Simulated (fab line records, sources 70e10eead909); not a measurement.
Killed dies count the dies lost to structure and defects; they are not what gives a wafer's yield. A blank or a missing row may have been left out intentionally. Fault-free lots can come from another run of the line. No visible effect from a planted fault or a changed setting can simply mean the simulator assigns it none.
The tool behind it: which one? / flow nand-harc / 11 lots with 33 wafers sampled at 5 steps, on a route of 1302 steps

## WHAT THE GAUGES READ, wafer by wafer
NHARC_END_SORT_01. Usual: killed-at-array 46, standard deviation 16; killed-at-other 0.9, standard deviation 1.3; killed-at-periphery 4.1, standard deviation 3; killed-dies 51, standard deviation 17; killed-open 3.5, standard deviation 1.8; killed-short 2.5, standard deviation 1.8.
lot=L739; measured=day 25 05:36; on=prober-02; killed-at-array=18 36 32; killed-at-other=3 1 1; killed-at-periphery=4 11 10; killed-dies=25 48 43; killed-open=4 5 7; killed-short=1 4 3; flag=
lot=L749; measured=day 28 20:07; on=prober-01; killed-at-array=47 59 51; killed-at-other=2 3 1; killed-at-periphery=2 1 1; killed-dies=51 63 53; killed-open=0 3 4; killed-short=2 2 1; flag=
lot=L755; measured=day 31 23:01; on=prober-02; killed-at-array=67 88 86; killed-at-other=6 0 1; killed-at-periphery=3 7 5; killed-dies=76 95 92; killed-open=5 5 4; killed-short=3 6 5; flag=
lot=L756; measured=day 31 22:11; on=prober-01; killed-at-array=33 39 37; killed-at-other=2 0 0; killed-at-periphery=3 3 5; killed-dies=38 42 42; killed-open=1 2 3; killed-short=2 2 2; flag=
lot=L762; measured=day 33 22:55; on=prober-01; killed-at-array=36 51 50; killed-at-other=2 0 0; killed-at-periphery=5 1 3; killed-dies=43 52 53; killed-open=0 2 5; killed-short=7 1 4; flag=

## WHAT TOOL EACH LOT RAN ON (gives the tool, then ch and the chambers of the sampled wafers, and finally the start)
lot=L739; NHARC_P_ZERO_WELL_EXPOSE_34=krf-scanner-04 ch 0, day 1 23:59; NHARC_P_ZERO_WELL_DESCUM_54=rie-diel-13 ch 1,2, day 2 02:13; NHARC_P_STI_ETCH_42=rie-diel-01 ch 1,2,3, day 2 23:35; NHARC_P_STI_ETCH_15=rie-si-04 ch 1,2,3, day 2 23:47
lot=L740; NHARC_P_ZERO_WELL_EXPOSE_34=krf-scanner-04 ch 0, day 2 10:03; NHARC_P_ZERO_WELL_DESCUM_54=rie-diel-02 ch 1,3, day 2 12:00; NHARC_P_STI_ETCH_42=rie-diel-01 ch 1,3, day 3 08:50; NHARC_P_STI_ETCH_15=rie-si-06 ch 0,2,3, day 3 09:02
lot=L747; NHARC_P_ZERO_WELL_EXPOSE_34=krf-scanner-04 ch 0, day 5 07:50; NHARC_P_ZERO_WELL_DESCUM_54=rie-diel-13 ch 0,1,3, day 5 09:47; NHARC_P_STI_ETCH_42=rie-diel-05 ch 0,1,2, day 6 04:42; NHARC_P_STI_ETCH_15=rie-si-06 ch 1,3, day 6 04:53
lot=L748; NHARC_P_ZERO_WELL_EXPOSE_34=krf-scanner-04 ch 0, day 5 17:58; NHARC_P_ZERO_WELL_DESCUM_54=rie-diel-13 ch 0,1,2, day 5 19:55; NHARC_P_STI_ETCH_42=rie-diel-05 ch 0,1,2, day 6 15:24; NHARC_P_STI_ETCH_15=rie-si-06 ch 0,1,2, day 6 15:35
lot=L749; NHARC_P_ZERO_WELL_EXPOSE_34=krf-scanner-04 ch 0, day 6 04:41; NHARC_P_ZERO_WELL_DESCUM_54=rie-diel-10 ch 0,1, day 6 07:32; NHARC_P_STI_ETCH_42=rie-diel-01 ch 1,2,3, day 7 03:47; NHARC_P_STI_ETCH_15=rie-si-06 ch 0,1,3, day 7 03:59
lot=L754; NHARC_P_ZERO_WELL_EXPOSE_34=krf-scanner-02 ch 0, day 8 06:23; NHARC_P_ZERO_WELL_DESCUM_54=rie-diel-13 ch 2,3, day 8 08:26; NHARC_P_STI_ETCH_42=rie-diel-07 ch 1,2,3, day 9 00:52; NHARC_P_STI_ETCH_15=rie-si-06 ch 0,1,2, day 9 01:04
lot=L755; NHARC_P_ZERO_WELL_EXPOSE_34=krf-scanner-03 ch 0, day 8 15:58; NHARC_P_ZERO_WELL_DESCUM_54=rie-diel-02 ch 0,1, day 8 17:56; NHARC_P_STI_ETCH_42=rie-diel-07 ch 0,3, day 9 11:12; NHARC_P_STI_ETCH_15=rie-si-05 ch 0,2, day 9 11:23
lot=L756; NHARC_P_ZERO_WELL_EXPOSE_34=krf-scanner-02 ch 0, day 9 02:01; NHARC_P_ZERO_WELL_DESCUM_54=rie-diel-13 ch 0,2,3, day 9 04:02; NHARC_P_STI_ETCH_42=rie-diel-07 ch 0,3, day 9 20:55; NHARC_P_STI_ETCH_15=rie-si-05 ch 0,1,3, day 9 21:08
lot=L758; NHARC_P_ZERO_WELL_EXPOSE_34=krf-scanner-03 ch 0, day 9 21:53; NHARC_P_ZERO_WELL_DESCUM_54=rie-diel-10 ch 0,1,3, day 9 23:50; NHARC_P_STI_ETCH_42=rie-diel-07 ch 0,2,3, day 10 17:22; NHARC_P_STI_ETCH_15=rie-si-05 ch 1,2,3, day 10 17:33
lot=L761; NHARC_P_ZERO_WELL_EXPOSE_34=krf-scanner-02 ch 0, day 11 03:57; NHARC_P_ZERO_WELL_DESCUM_54=rie-diel-02 ch 0,2,3, day 11 05:50; NHARC_P_STI_ETCH_42=rie-diel-01 ch 0,3, day 12 00:41; NHARC_P_STI_ETCH_15=rie-si-06 ch 0,1,3, day 12 00:54
lot=L762; NHARC_P_ZERO_WELL_EXPOSE_34=krf-scanner-03 ch 0, day 11 14:01; NHARC_P_ZERO_WELL_DESCUM_54=rie-diel-10 ch 0,3, day 11 15:50; NHARC_P_STI_ETCH_42=rie-diel-07 ch 0,2, day 12 10:35; NHARC_P_STI_ETCH_15=rie-si-05 ch 1,2,3, day 12 10:46
- NHARC_P_ZERO_WELL_EXPOSE_34: exposes mask P PWELL, target cd 720 nm.
- NHARC_P_ZERO_WELL_DESCUM_54: chemistry O2, time 3 s.
- NHARC_P_STI_ETCH_42: etches the open film in N2/H2, target depth 80 nm, overetch 24 nm, time 61 s.
- NHARC_P_STI_ETCH_15: etches the open film in HBr/Cl2, target depth 300 nm, time 100.1 s.

## WHAT THE TOOLS THEMSELVES READ (means of the sampled wafers that have a number; where no wafer has one, the mark that the record gives instead)
NHARC_P_ZERO_WELL_EXPOSE_34. Usual: exposure-dose-mJ-cm2 22.313, standard deviation 0.018.
lot=L739 tool=krf-scanner-04 exposure-dose-mJ-cm2=22.324 flag=
lot=L740 tool=krf-scanner-04 exposure-dose-mJ-cm2=22.315 flag=
lot=L747 tool=krf-scanner-04 exposure-dose-mJ-cm2=21.831 flag=OFF
lot=L748 tool=krf-scanner-04 exposure-dose-mJ-cm2=21.841 flag=OFF
lot=L749 tool=krf-scanner-04 exposure-dose-mJ-cm2=21.850 flag=OFF
lot=L754 tool=krf-scanner-02 exposure-dose-mJ-cm2=22.314 flag=
lot=L755 tool=krf-scanner-03 exposure-dose-mJ-cm2=22.311 flag=
lot=L756 tool=krf-scanner-02 exposure-dose-mJ-cm2=22.293 flag=
lot=L758 tool=krf-scanner-03 exposure-dose-mJ-cm2=22.330 flag=
lot=L761 tool=krf-scanner-02 exposure-dose-mJ-cm2=22.327 flag=
lot=L762 tool=krf-scanner-03 exposure-dose-mJ-cm2=22.323 flag=

NHARC_P_ZERO_WELL_DESCUM_54. Usual: drypump-motor-current-A 5.5 A, standard deviation 0.43; oes-product-au 1.003 a.u., standard deviation 0.0087; rf-vpp-V 57.6 V, standard deviation 0.93; showerhead-plenum-p-Torr 1.89 Torr, standard deviation 0.07; throttle-valve-pct 11.312 %, standard deviation 0.0087.
lot=L739; tool=rie-diel-13; drypump-motor-current-A (A)=5.5; oes-product-au (a.u.)=1.004; rf-vpp-V (V)=57.8; showerhead-plenum-p-Torr (Torr)=1.90; throttle-valve-pct (%)=11.302; flag=
lot=L740; tool=rie-diel-02; drypump-motor-current-A (A)=5.8; oes-product-au (a.u.)=1.003; rf-vpp-V (V)=57.4; showerhead-plenum-p-Torr (Torr)=1.86; throttle-valve-pct (%)=11.308; flag=
lot=L747; tool=rie-diel-13; drypump-motor-current-A (A)=5.8; oes-product-au (a.u.)=1.000; rf-vpp-V (V)=57.6; showerhead-plenum-p-Torr (Torr)=1.89; throttle-valve-pct (%)=11.321; flag=
lot=L748; tool=rie-diel-13; drypump-motor-current-A (A)=5.7; oes-product-au (a.u.)=1.007; rf-vpp-V (V)=58.3; showerhead-plenum-p-Torr (Torr)=1.90; throttle-valve-pct (%)=11.311; flag=
lot=L749; tool=rie-diel-10; drypump-motor-current-A (A)=5.7; oes-product-au (a.u.)=1.005; rf-vpp-V (V)=58.6; showerhead-plenum-p-Torr (Torr)=1.89; throttle-valve-pct (%)=11.319; flag=
lot=L754; tool=rie-diel-13; drypump-motor-current-A (A)=5.4; oes-product-au (a.u.)=1.005; rf-vpp-V (V)=58.5; showerhead-plenum-p-Torr (Torr)=1.81; throttle-valve-pct (%)=11.305; flag=
lot=L755; tool=rie-diel-02; drypump-motor-current-A (A)=6.0; oes-product-au (a.u.)=0.995; rf-vpp-V (V)=56.7; showerhead-plenum-p-Torr (Torr)=1.86; throttle-valve-pct (%)=11.317; flag=
lot=L756; tool=rie-diel-13; drypump-motor-current-A (A)=5.6; oes-product-au (a.u.)=1.008; rf-vpp-V (V)=56.4; showerhead-plenum-p-Torr (Torr)=1.84; throttle-valve-pct (%)=11.320; flag=
lot=L758; tool=rie-diel-10; drypump-motor-current-A (A)=5.6; oes-product-au (a.u.)=1.012; rf-vpp-V (V)=58.2; showerhead-plenum-p-Torr (Torr)=1.87; throttle-valve-pct (%)=11.311; flag=
lot=L761; tool=rie-diel-02; drypump-motor-current-A (A)=5.1; oes-product-au (a.u.)=0.998; rf-vpp-V (V)=57.4; showerhead-plenum-p-Torr (Torr)=1.96; throttle-valve-pct (%)=11.313; flag=
lot=L762; tool=rie-diel-10; drypump-motor-current-A (A)=5.6; oes-product-au (a.u.)=1.008; rf-vpp-V (V)=58.0; showerhead-plenum-p-Torr (Torr)=1.83; throttle-valve-pct (%)=11.311; flag=

NHARC_P_STI_ETCH_42. Usual: drypump-motor-current-A 5.6 A, standard deviation 0.43; h2-flow-sccm 150.0 sccm, standard deviation 0.44; oes-product-au 0.999 a.u., standard deviation 0.0079; rf-vpp-V 430.3 V, standard deviation 2.6; showerhead-plenum-p-Torr 2.03 Torr, standard deviation 0.088; throttle-valve-pct 14.171 %, standard deviation 0.0097.
lot=L739; tool=rie-diel-01; drypump-motor-current-A (A)=5.7; h2-flow-sccm (sccm)=149.5; oes-product-au (a.u.)=1.004; rf-vpp-V (V)=429.5; showerhead-plenum-p-Torr (Torr)=2.02; throttle-valve-pct (%)=14.166; flag=
lot=L740; tool=rie-diel-01; drypump-motor-current-A (A)=5.5; h2-flow-sccm (sccm)=150.5; oes-product-au (a.u.)=1.006; rf-vpp-V (V)=430.3; showerhead-plenum-p-Torr (Torr)=2.00; throttle-valve-pct (%)=14.177; flag=
lot=L747; tool=rie-diel-05; drypump-motor-current-A (A)=5.4; h2-flow-sccm (sccm)=150.1; oes-product-au (a.u.)=0.994; rf-vpp-V (V)=429.0; showerhead-plenum-p-Torr (Torr)=1.98; throttle-valve-pct (%)=14.170; flag=
lot=L748; tool=rie-diel-05; drypump-motor-current-A (A)=5.4; h2-flow-sccm (sccm)=149.3; oes-product-au (a.u.)=0.997; rf-vpp-V (V)=429.5; showerhead-plenum-p-Torr (Torr)=1.98; throttle-valve-pct (%)=14.172; flag=
lot=L749; tool=rie-diel-01; drypump-motor-current-A (A)=5.7; h2-flow-sccm (sccm)=150.0; oes-product-au (a.u.)=0.992; rf-vpp-V (V)=429.3; showerhead-plenum-p-Torr (Torr)=2.01; throttle-valve-pct (%)=14.162; flag=
lot=L754; tool=rie-diel-07; drypump-motor-current-A (A)=6.2; h2-flow-sccm (sccm)=149.7; oes-product-au (a.u.)=0.990; rf-vpp-V (V)=430.9; showerhead-plenum-p-Torr (Torr)=2.06; throttle-valve-pct (%)=14.163; flag=
lot=L755; tool=rie-diel-07; drypump-motor-current-A (A)=5.7; h2-flow-sccm (sccm)=150.3; oes-product-au (a.u.)=0.991; rf-vpp-V (V)=428.8; showerhead-plenum-p-Torr (Torr)=1.95; throttle-valve-pct (%)=14.169; flag=
lot=L756; tool=rie-diel-07; drypump-motor-current-A (A)=5.8; h2-flow-sccm (sccm)=150.1; oes-product-au (a.u.)=0.989; rf-vpp-V (V)=428.5; showerhead-plenum-p-Torr (Torr)=1.95; throttle-valve-pct (%)=14.166; flag=
lot=L758; tool=rie-diel-07; drypump-motor-current-A (A)=6.0; h2-flow-sccm (sccm)=150.7; oes-product-au (a.u.)=1.005; rf-vpp-V (V)=428.9; showerhead-plenum-p-Torr (Torr)=1.98; throttle-valve-pct (%)=14.172; flag=
lot=L761; tool=rie-diel-01; drypump-motor-current-A (A)=5.1; h2-flow-sccm (sccm)=149.9; oes-product-au (a.u.)=1.006; rf-vpp-V (V)=430.5; showerhead-plenum-p-Torr (Torr)=2.04; throttle-valve-pct (%)=14.173; flag=
lot=L762; tool=rie-diel-07; drypump-motor-current-A (A)=5.8; h2-flow-sccm (sccm)=149.7; oes-product-au (a.u.)=0.990; rf-vpp-V (V)=428.5; showerhead-plenum-p-Torr (Torr)=1.97; throttle-valve-pct (%)=14.163; flag=

NHARC_P_STI_ETCH_15. Usual: drypump-motor-current-A 5.8 A, standard deviation 0.45; oes-product-au 1.000 a.u., standard deviation 0.0091; throttle-valve-pct 26.403 %, standard deviation 0.0089.
lot=L739; tool=rie-si-04; drypump-motor-current-A (A)=5.4; oes-product-au (a.u.)=0.991; throttle-valve-pct (%)=26.400; flag=
lot=L740; tool=rie-si-06; drypump-motor-current-A (A)=5.7; oes-product-au (a.u.)=1.001; throttle-valve-pct (%)=26.404; flag=
lot=L747; tool=rie-si-06; drypump-motor-current-A (A)=5.5; oes-product-au (a.u.)=1.003; throttle-valve-pct (%)=26.400; flag=
lot=L748; tool=rie-si-06; drypump-motor-current-A (A)=5.6; oes-product-au (a.u.)=1.008; throttle-valve-pct (%)=26.402; flag=
lot=L749; tool=rie-si-06; drypump-motor-current-A (A)=5.6; oes-product-au (a.u.)=1.001; throttle-valve-pct (%)=26.402; flag=
lot=L754; tool=rie-si-06; drypump-motor-current-A (A)=5.6; oes-product-au (a.u.)=1.008; throttle-valve-pct (%)=26.398; flag=
lot=L755; tool=rie-si-05; drypump-motor-current-A (A)=6.6; oes-product-au (a.u.)=0.996; throttle-valve-pct (%)=26.403; flag=
lot=L756; tool=rie-si-05; drypump-motor-current-A (A)=6.1; oes-product-au (a.u.)=1.004; throttle-valve-pct (%)=26.411; flag=
lot=L758; tool=rie-si-05; drypump-motor-current-A (A)=6.1; oes-product-au (a.u.)=0.996; throttle-valve-pct (%)=26.393; flag=
lot=L761; tool=rie-si-06; drypump-motor-current-A (A)=5.6; oes-product-au (a.u.)=0.993; throttle-valve-pct (%)=26.407; flag=
lot=L762; tool=rie-si-05; drypump-motor-current-A (A)=6.1; oes-product-au (a.u.)=0.996; throttle-valve-pct (%)=26.405; flag=

## THE ANSWER, worked out from the rows above alone
Rule: take the mean of a lot's wafers that have a number; if it is more than 3 standard deviations from the usual mean, the lot is off. A lot without any number at a reading at which 4 lots or more have one is off too. Where the step has rows for the other lots, those lots are counted as sound. After the gauges, taken in route order, come the tools' own readings; for these a lot's mean is taken, as printed above. At the first step where some lot is off, the reading lying furthest off is the one used; lots without a number count as furthest.
Off: L747, L748, L749 (NHARC_P_ZERO_WELL_EXPOSE_34, exposure-dose-mJ-cm2).
A tool fits if, at that step or a process step before it, it ran every lot that is off, and no sound lot after the first of them. One fits: NHARC_P_ZERO_WELL_EXPOSE_34 on krf-scanner-04. Its last sound lot is L740 (day 2 10:03), its first lot that is off L747 (day 5 07:50): a fault that began between those two fits.
The tool's own readings at NHARC_P_ZERO_WELL_EXPOSE_34 bear it out: on the lots that are off they differ by more than 5 times the standard deviation of the sound lots' means. exposure-dose-mJ-cm2 reads 21.841 there against 22.317 on the sound lots.

## WHAT THE SIMULATOR HAD INSERTED
Drift in process parameters on krf-scanner-04 at NHARC_P_ZERO_WELL_EXPOSE_34, starting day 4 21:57. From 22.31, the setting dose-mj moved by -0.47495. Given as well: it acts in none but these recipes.
Lots struck among those shown: L749, L747, L748. The rule above found the same.
